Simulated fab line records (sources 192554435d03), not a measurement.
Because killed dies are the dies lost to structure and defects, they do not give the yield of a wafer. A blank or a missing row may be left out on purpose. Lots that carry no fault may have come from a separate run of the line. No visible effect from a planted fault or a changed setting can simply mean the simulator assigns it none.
Which tool is to blame? + flow n5 finfet + Sampling: 7 lots, 21 wafers, 6 of 1938 route steps

WHAT THE GAUGES SHOWED, per wafer
N5_BEOL_M15_RC_MEAS_101. Usual: COMB_M10 1.4e-11 S/m, standard deviation 3.2e-12; COMB_M11 1.46e-11 S/m, standard deviation 2.9e-12; COMB_M12 6.4e-12 S/m, standard deviation 1.3e-12; COMB_M13 4.7e-12 S/m, standard deviation 1e-12; COMB_M14 3.6e-12 S/m, standard deviation 7.9e-13; COMB_M15 2.6e-12 S/m, standard deviation 5.1e-13; COMB_M5 3.6e-11 S/m, standard deviation 7.6e-12; COMB_M6 2.4e-11 S/m, standard deviation 4.9e-12; COMB_M7 2.5e-11 S/m, standard deviation 5e-12; COMB_M8 2.6e-11 S/m, standard deviation 5.5e-12; COMB_M9 1.5e-11 S/m, standard deviation 3.2e-12; COMB_M9_max_site 2.2e-11 S/m, standard deviation 5e-12; SERP_M10 3.06 ohm/um, standard deviation 0.068; SERP_M11 3.08 ohm/um, standard deviation 0.068; SERP_M12 0.629 ohm/um, standard deviation 0.014; SERP_M13 0.311 ohm/um, standard deviation 0.0052; SERP_M14 0.159 ohm/um, standard deviation 0.0031; SERP_M5 38.5 ohm/um, standard deviation 1.3; SERP_M5_max_site 40.1 ohm/um, standard deviation 1.5; SERP_M6 13.7 ohm/um, standard deviation 0.42; SERP_M7 13.8 ohm/um, standard deviation 0.45; SERP_M8 13.9 ohm/um, standard deviation 0.43; SERP_M9 3.09 ohm/um, standard deviation 0.075.
| lot  | measured     | on        | COMB_M10 (S/m)          | COMB_M11 (S/m)             | COMB_M12 (S/m)          | COMB_M13 (S/m)          | COMB_M14 (S/m)          | COMB_M15 (S/m)          | COMB_M5 (S/m)           | COMB_M6 (S/m)           | COMB_M7 (S/m)           | COMB_M8 (S/m)           | COMB_M9 (S/m)           | COMB_M9_max_site (S/m)  | SERP_M10 (ohm/um) | SERP_M11 (ohm/um) | SERP_M12 (ohm/um) | SERP_M13 (ohm/um) | SERP_M14 (ohm/um) | SERP_M5 (ohm/um) | SERP_M5_max_site (ohm/um) | SERP_M6 (ohm/um) | SERP_M7 (ohm/um) | SERP_M8 (ohm/um) | SERP_M9 (ohm/um) | flag |
|------|--------------|-----------|-------------------------|----------------------------|-------------------------|-------------------------|-------------------------|-------------------------|-------------------------|-------------------------|-------------------------|-------------------------|-------------------------|-------------------------|-------------------|-------------------|-------------------|-------------------|-------------------|------------------|---------------------------|------------------|------------------|------------------|------------------|------|
| L195 | day 12 09:26 | prober-02 | 1.7e-11 1.4e-11 1.8e-11 | 1.53e-11 1.94e-11 1.61e-11 | 7.9e-12 5.2e-12 6.9e-12 | 3.6e-12 4e-12 3.5e-12   | 3.2e-12 3.5e-12 2.9e-12 | 1.9e-12 2.2e-12 1.9e-12 | 2.9e-11 2.4e-11 2.9e-11 | 2.3e-11 1.8e-11 2.7e-11 | 2.9e-11 2.5e-11 2.6e-11 | 2.8e-11 3.2e-11 3e-11   | 1.6e-11 1.6e-11 1.2e-11 | 2.2e-11 2e-11 2.5e-11   | 3.05 3.12 3.07    | 3.13 3.10 2.93    | 0.605 0.631 0.652 | 0.301 0.306 0.311 | 0.161 0.163 0.163 | 38.4 37.8 39.1   | 39.7 39.7 40.1            | 13.5 13.8 13.6   | 13.2 13.1 13.0   | 13.9 14.8 14.0   | 2.99 3.03 3.04   |      |
| L197 | day 13 00:22 | prober-01 | 2e-11 1.2e-11 1.3e-11   | 1.13e-11 1.13e-11 1.04e-11 | 6.7e-12 8.2e-12 7.3e-12 | 5.9e-12 4.7e-12 5.3e-12 | 3.9e-12 5.4e-12 4.1e-12 | 2.2e-12 2.7e-12 2e-12   | 3.1e-11 2.8e-11 2.1e-11 | 2.8e-11 2.3e-11 2.2e-11 | 2.3e-11 2.8e-11 2.8e-11 | 2.1e-11 1.9e-11 2e-11   | 1.9e-11 1.3e-11 1.8e-11 | 2.8e-11 1.8e-11 2.6e-11 | 2.93 2.95 3.09    | 3.08 3.02 3.02    | 0.619 0.608 0.614 | 0.312 0.311 0.309 | 0.159 0.160 0.159 | 39.2 39.4 37.6   | 40.3 40.8 38.8            | 13.9 14.4 13.9   | 13.3 13.3 13.7   | 13.8 13.8 13.6   | 3.10 3.03 3.02   |      |
| L199 | day 13 14:41 | prober-01 | 1.1e-11 1.3e-11 1.4e-11 | 1.42e-11 1.3e-11 1.46e-11  | 5.1e-12 6.4e-12 5.5e-12 | 4.1e-12 3.1e-12 3.8e-12 | 3.3e-12 5.4e-12 3.3e-12 | 3e-12 3.2e-12 3e-12     | 4.1e-11 3.6e-11 3.9e-11 | 1.7e-11 2.2e-11 1.7e-11 | 2.4e-11 2e-11 2.5e-11   | 3e-11 2e-11 2.9e-11     | 1.4e-11 1.6e-11 1.5e-11 | 2e-11 2.4e-11 1.9e-11   | 3.13 2.98 3.07    | 3.06 3.12 3.05    | 0.633 0.620 0.621 | 0.315 0.312 0.310 | 0.156 0.158 0.156 | 40.4 39.2 40.0   | 41.4 39.8 41.4            | 13.3 13.9 13.4   | 14.0 13.7 14.6   | 13.1 14.3 13.3   | 3.17 2.98 3.10   |      |
| L200 | day 13 19:29 | prober-01 | 1.2e-11 1.1e-11 1.2e-11 | 1.41e-11 1.14e-11 1.28e-11 | 8.4e-12 6.5e-12 5.8e-12 | 5.2e-12 3.8e-12 3.9e-12 | 2.6e-12 4.1e-12 3.7e-12 | 2.8e-12 2.3e-12 2.8e-12 | 3.2e-11 2.5e-11 3.8e-11 | 2.1e-11 2.7e-11 2e-11   | 2e-11 3.4e-11 2.4e-11   | 2.8e-11 3e-11 2.9e-11   | 1.7e-11 1.8e-11 2.1e-11 | 3.4e-11 2.5e-11 2.3e-11 | 3.08 3.04 3.01    | 3.12 3.12 3.15    | 0.650 0.632 0.639 | 0.309 0.305 0.312 | 0.157 0.164 0.162 | 35.9 36.4 38.0   | 37.1 38.6 39.0            | 13.8 14.0 14.8   | 13.8 13.8 14.6   | 13.5 14.1 13.6   | 2.96 3.01 3.07   |      |
| L202 | day 14 07:48 | prober-02 | 1.4e-11 2.1e-11 1.3e-11 | 1.5e-11 1.69e-11 1.32e-11  | 4.4e-12 6.5e-12 6.8e-12 | 4e-12 4.5e-12 7.3e-12   | 4.9e-12 4.1e-12 4.3e-12 | 2e-12 2.6e-12 2.9e-12   | 3.7e-11 2.9e-11 3.7e-11 | 2.8e-11 2.3e-11 2.3e-11 | 2.1e-11 2.3e-11 2e-11   | 2.2e-11 2.6e-11 2.5e-11 | 1.6e-11 1.3e-11 1.5e-11 | 2.3e-11 2.1e-11 2.4e-11 | 2.96 3.02 3.13    | 3.17 3.04 3.11    | 0.623 0.636 0.632 | 0.318 0.310 0.316 | 0.161 0.161 0.160 | 39.6 40.8 39.6   | 40.6 41.7 41.0            | 14.6 13.4 13.6   | 13.7 13.7 13.7   | 13.9 13.2 13.8   | 3.08 3.15 3.20   |      |
| L208 | day 16 01:18 | prober-01 | 1.5e-11 1.5e-11 1.4e-11 | 1.49e-11 1.56e-11 1.57e-11 | 5.9e-12 8.5e-12 7.9e-12 | 5.2e-12 4.6e-12 4.8e-12 | 2.6e-12 2.5e-12 3.7e-12 | 2.5e-12 2.3e-12 2.1e-12 | 4e-11 3e-11 4.3e-11     | 4.3e-11 2.8e-11 2.7e-11 | 1.8e-11 2.7e-11 2.4e-11 | 2.2e-11 1.6e-11 2.4e-11 | 1.5e-11 1.5e-11 1.7e-11 | 1.8e-11 2e-11 2.3e-11   | 3.19 3.01 3.08    | 3.00 3.09 3.15    | 0.625 0.609 0.609 | 0.310 0.312 0.310 | 0.158 0.157 0.160 | 44.0 46.6 37.1   | 45.5 48.4 38.3            | 13.9 14.0 14.3   | 14.3 14.1 13.8   | 14.7 14.6 14.3   | 3.07 3.01 2.99   | OFF  |
| L214 | day 17 03:59 | prober-01 | 9e-12 1.6e-11 1.7e-11   | 1.81e-11 1.28e-11 1.6e-11  | 3.9e-12 4.6e-12 7.9e-12 | 4e-12 6.4e-12 4.7e-12   | 3e-12 2.8e-12 3.8e-12   | 2.3e-12 3e-12 4.2e-12   | 3.8e-11 4.2e-11 3.2e-11 | 2.6e-11 3.2e-11 2.5e-11 | 1.9e-11 2.4e-11 1.8e-11 | 2.8e-11 2.7e-11 1.9e-11 | 1.3e-11 1.1e-11 1.1e-11 | 2e-11 1.4e-11 2e-11     | 3.11 3.04 3.14    | 3.28 3.17 3.27    | 0.627 0.639 0.613 | 0.300 0.314 0.300 | 0.158 0.165 0.167 | 41.5 41.3 42.0   | 42.7 42.5 43.3            | 14.3 13.9 14.0   | 14.4 14.4 14.3   | 13.5 14.2 13.7   | 3.23 3.17 3.24   |      |

WHICH TOOL RAN EACH LOT (tool, then ch and the chambers of the sampled wafers, then the start)
| lot  | N5_BEOL_M5_TRENCH_ETCH_37                     | N5_BEOL_M5_ETCH_41                            | N5_BEOL_M5_STRIP_91                           | N5_BEOL_M5_ALD_86                   | N5_BEOL_M5_CMP_52             |
|------|-----------------------------------------------|-----------------------------------------------|-----------------------------------------------|-------------------------------------|-------------------------------|
| L195 | rie diel-01 ch 0,1,2, day 8 20:19 or earlier  | rie diel-01 ch 0,1,2, day 8 20:19 or earlier  | rie diel-01 ch 0,1,2, day 8 20:19 or earlier  | ald metal-03 ch 1,2, day 8 20:19    | cmp-01 ch 0,2,3, day 9 02:07  |
| L197 | rie diel-05 ch 0,1,2, day 9 11:19 or earlier  | rie diel-05 ch 0,1,2, day 9 11:19 or earlier  | rie diel-05 ch 0,1,2, day 9 11:19 or earlier  | ald metal-01 ch 0,1, day 9 11:19    | cmp-01 ch 0,3, day 9 17:01    |
| L199 | rie diel-05 ch 1,2, day 10 06:04 or earlier   | rie diel-05 ch 1,2, day 10 06:04 or earlier   | rie diel-05 ch 1,2, day 10 06:04 or earlier   | ald metal-03 ch 0,1,3, day 10 06:04 | cmp-01 ch 1,2,3, day 10 13:55 |
| L200 | rie diel-05 ch 1,2,3, day 10 08:13 or earlier | rie diel-05 ch 1,2,3, day 10 08:13 or earlier | rie diel-05 ch 1,2,3, day 10 08:13 or earlier | ald metal-03 ch 1,2,3, day 10 08:13 | cmp-02 ch 1,2, day 10 14:49   |
| L202 | rie diel-03 ch 0,1,3, day 11 02:06 or earlier | rie diel-03 ch 0,1,3, day 11 02:06 or earlier | rie diel-03 ch 0,1,3, day 11 02:06 or earlier | ald metal-01 ch 1,2,3, day 11 02:06 | cmp-02 ch 0,1,3, day 11 07:28 |
| L208 | rie diel-01 ch 0,1,3, day 12 14:34 or earlier | rie diel-01 ch 0,1,3, day 12 14:34 or earlier | rie diel-01 ch 0,1,3, day 12 14:34 or earlier | ald metal-01 ch 1,2,3, day 12 14:34 | cmp-02 ch 0,1,3, day 12 20:07 |
| L214 | rie diel-03 ch 0,2, day 13 17:46 or earlier   | rie diel-03 ch 0,2, day 13 17:46 or earlier   | rie diel-03 ch 0,2, day 13 17:46 or earlier   | ald metal-03 ch 0,2, day 13 17:46   | cmp-03 ch 1,2,3, day 13 23:12 |
- N5_BEOL_M5_TRENCH_ETCH_37: etches SiCOH lowk in C4F6/O2, target depth 71.652 nm, time 24.7 s.
- N5_BEOL_M5_ETCH_41: etches SiCN in CH3F/O2, target depth 31.5 nm, time 56.7 s.
- N5_BEOL_M5_STRIP_91: strips in N2/H2, time 10 s.
- N5_BEOL_M5_ALD_86: deposits TaN, pulse time 2 s, purge time 3 s, co reactant purge time 2 s.
- N5_BEOL_M5_CMP_52: polishes, stops on SiCOH lowk, t overpolish 6.9 s, target thk 62 nm.

AS READ BY THE TOOLS THEMSELVES (means over the sampled wafers that have a number; for cases with no such wafer, the mark the record gives instead)
N5_BEOL_M5_TRENCH_ETCH_37. Usual: value, then standard deviation, for each; bias w 185.0 W / 0.55; drypump motor current A 5.8 A / 0.42; oes product au 0.79 a.u. / 0.072; rf fwd power W 339.8 W / 2.2; rf vpp V 663 V / 6.4; showerhead plenum p Torr 2.86 Torr / 0.062; throttle valve pct 20.85 % / 0.27.
| lot  | tool        | bias w (W) | drypump motor current A (A) | oes product au (a.u.) | rf fwd power W (W) | rf vpp V (V) | showerhead plenum p Torr (Torr) | throttle valve pct (%) | flag |
|------|-------------|------------|-----------------------------|-----------------------|--------------------|--------------|---------------------------------|------------------------|------|
| L195 | rie diel-01 | 185.2      | 5.7                         | 0.82                  | 339.2              | 671          | 2.84                            | 20.78                  |      |
| L197 | rie diel-05 | 184.8      | 5.6                         | 0.80                  | 339.1              | 657          | 2.86                            | 20.96                  |      |
| L199 | rie diel-05 | 184.5      | 5.8                         | 0.82                  | 337.6              | 660          | 2.88                            | 20.95                  |      |
| L200 | rie diel-05 | 184.7      | 5.6                         | 0.81                  | 338.9              | 657          | 2.87                            | 21.00                  |      |
| L202 | rie diel-03 | 184.9      | 6.2                         | 0.79                  | 341.6              | 666          | 2.86                            | 20.76                  |      |
| L208 | rie diel-01 | 185.5      | 5.5                         | 0.83                  | 339.5              | 667          | 2.87                            | 20.84                  |      |
| L214 | rie diel-03 | 185.2      | 5.9                         | 0.73                  | 340.1              | 662          | 2.77                            | 20.76                  |      |

N5_BEOL_M5_ETCH_41. Usual: value, then standard deviation, for each; bias w 75.02 W / 0.22; drypump motor current A 5.8 A / 0.42; oes product au 0.79 a.u. / 0.07; rf fwd power W 391.5 W / 1.8; rf vpp V 297.4 V / 1.2; showerhead plenum p Torr 2.01 Torr / 0.046; throttle valve pct 16.25 % / 0.27.
| lot  | tool        | bias w (W) | drypump motor current A (A) | oes product au (a.u.) | rf fwd power W (W) | rf vpp V (V) | showerhead plenum p Torr (Torr) | throttle valve pct (%) | flag |
|------|-------------|------------|-----------------------------|-----------------------|--------------------|--------------|---------------------------------|------------------------|------|
| L195 | rie diel-01 | 74.91      | 5.7                         | 0.82                  | 390.5              | 296.8        | 1.99                            | 16.18                  |      |
| L197 | rie diel-05 | 75.00      | 5.6                         | 0.79                  | 391.2              | 297.1        | 2.01                            | 16.35                  |      |
| L199 | rie diel-05 | 74.98      | 5.8                         | 0.82                  | 390.9              | 297.2        | 2.02                            | 16.32                  |      |
| L200 | rie diel-05 | 75.27      | 5.5                         | 0.80                  | 391.4              | 297.1        | 2.01                            | 16.39                  |      |
| L202 | rie diel-03 | 74.97      | 6.2                         | 0.79                  | 392.1              | 297.6        | 2.01                            | 16.18                  |      |
| L208 | rie diel-01 | 75.16      | 5.5                         | 0.82                  | 390.5              | 297.2        | 2.02                            | 16.22                  |      |
| L214 | rie diel-03 | 75.09      | 5.9                         | 0.74                  | 391.1              | 296.2        | 1.94                            | 16.20                  |      |

N5_BEOL_M5_STRIP_91. Usual: drypump motor current A 5.8 A, standard deviation 0.42; oes product au 0.79 a.u., standard deviation 0.071; rf vpp V 59.1 V, standard deviation 0.9; showerhead plenum p Torr 2.55 Torr, standard deviation 0.059; throttle valve pct 23.5 %, standard deviation 0.35.
| lot  | tool        | drypump motor current A (A) | oes product au (a.u.) | rf vpp V (V) | showerhead plenum p Torr (Torr) | throttle valve pct (%) | flag |
|------|-------------|-----------------------------|-----------------------|--------------|---------------------------------|------------------------|------|
| L195 | rie diel-01 | 5.7                         | 0.82                  | 59.4         | 2.53                            | 23.4                   |      |
| L197 | rie diel-05 | 5.6                         | 0.79                  | 58.6         | 2.54                            | 23.5                   |      |
| L199 | rie diel-05 | 5.8                         | 0.82                  | 59.9         | 2.56                            | 23.6                   |      |
| L200 | rie diel-05 | 5.5                         | 0.80                  | 59.3         | 2.55                            | 23.6                   |      |
| L202 | rie diel-03 | 6.2                         | 0.79                  | 58.8         | 2.56                            | 23.5                   |      |
| L208 | rie diel-01 | 5.5                         | 0.82                  | 58.5         | 2.57                            | 23.6                   |      |
| L214 | rie diel-03 | 6.0                         | 0.74                  | 59.0         | 2.46                            | 23.5                   |      |

N5_BEOL_M5_ALD_86. Usual: heater power w 430 W, standard deviation 57; susceptor temp C 275.03 C, standard deviation 0.19.
| lot  | tool         | heater power w (W) | susceptor temp C (C) | flag |
|------|--------------|--------------------|----------------------|------|
| L195 | ald metal-03 | 490                | 274.88               |      |
| L197 | ald metal-01 | 447                | 275.14               |      |
| L199 | ald metal-03 | 442                | 275.22               |      |
| L200 | ald metal-03 | 453                | 274.77               |      |
| L202 | ald metal-01 | 400                | 275.02               |      |
| L208 | ald metal-01 | 402                | 274.92               |      |
| L214 | ald metal-03 | 423                | 275.29               |      |

N5_BEOL_M5_CMP_52. Usual: barrier field endpoint s 24.8 s, standard deviation 0.42; motor current A 6.3 A, standard deviation 0.7.
| lot  | tool   | barrier field endpoint s (s) | motor current A (A) | flag |
|------|--------|------------------------------|---------------------|------|
| L195 | cmp-01 | 25.0                         | 5.8                 |      |
| L197 | cmp-01 | 25.4                         | 5.8                 |      |
| L199 | cmp-01 | 25.1                         | 6.0                 |      |
| L200 | cmp-02 | 24.7                         | 6.2                 |      |
| L202 | cmp-02 | 24.8                         | 7.0                 |      |
| L208 | cmp-02 | 26.1                         | 7.1                 | OFF  |
| L214 | cmp-03 | 24.9                         | 6.1                 |      |

THE ANSWER, worked out from the rows above alone
Rule: a lot is off if the mean of its wafers that have a number lies more than 3 standard deviations from the usual mean. A lot without any number at a reading at which 4 lots or more have one is off too. Any other lot the step has rows for is counted as sound. After the gauges, taken in route order, come the tools' own readings; for these a lot's mean is taken, as printed above. At the first step where some lot is off, the reading lying furthest off is the one used; lots without a number count as furthest.
Off: at N5_BEOL_M15_RC_MEAS_101 (SERP_M5), L208.
A tool fits if, at a process step before that reading, it ran every lot that is off, and no sound lot after the first of them. The gauges at N5_BEOL_M15_RC_MEAS_101 aren't tried: what is off there is off at N5_BEOL_M5_CMP_52 too, on other tools, and a gauge's error can't cause that. Because N5_BEOL_M5_TRENCH_ETCH_37 lacks a start for some lots, the hours and order of its lots are taken from N5_BEOL_M5_ALD_86. Because N5_BEOL_M5_ETCH_41 lacks a start for some lots, the hours and order of its lots are taken from N5_BEOL_M5_ALD_86. Because N5_BEOL_M5_STRIP_91 lacks a start for some lots, the hours and order of its lots are taken from N5_BEOL_M5_ALD_86. Can't be told from this: 3 tools fit, rie diel-01 at N5_BEOL_M5_TRENCH_ETCH_37 and N5_BEOL_M5_ETCH_41 and N5_BEOL_M5_STRIP_91, ald metal-01 at N5_BEOL_M5_ALD_86, cmp-02 at N5_BEOL_M5_CMP_52.

WHAT THE SIMULATOR HAD INSERTED
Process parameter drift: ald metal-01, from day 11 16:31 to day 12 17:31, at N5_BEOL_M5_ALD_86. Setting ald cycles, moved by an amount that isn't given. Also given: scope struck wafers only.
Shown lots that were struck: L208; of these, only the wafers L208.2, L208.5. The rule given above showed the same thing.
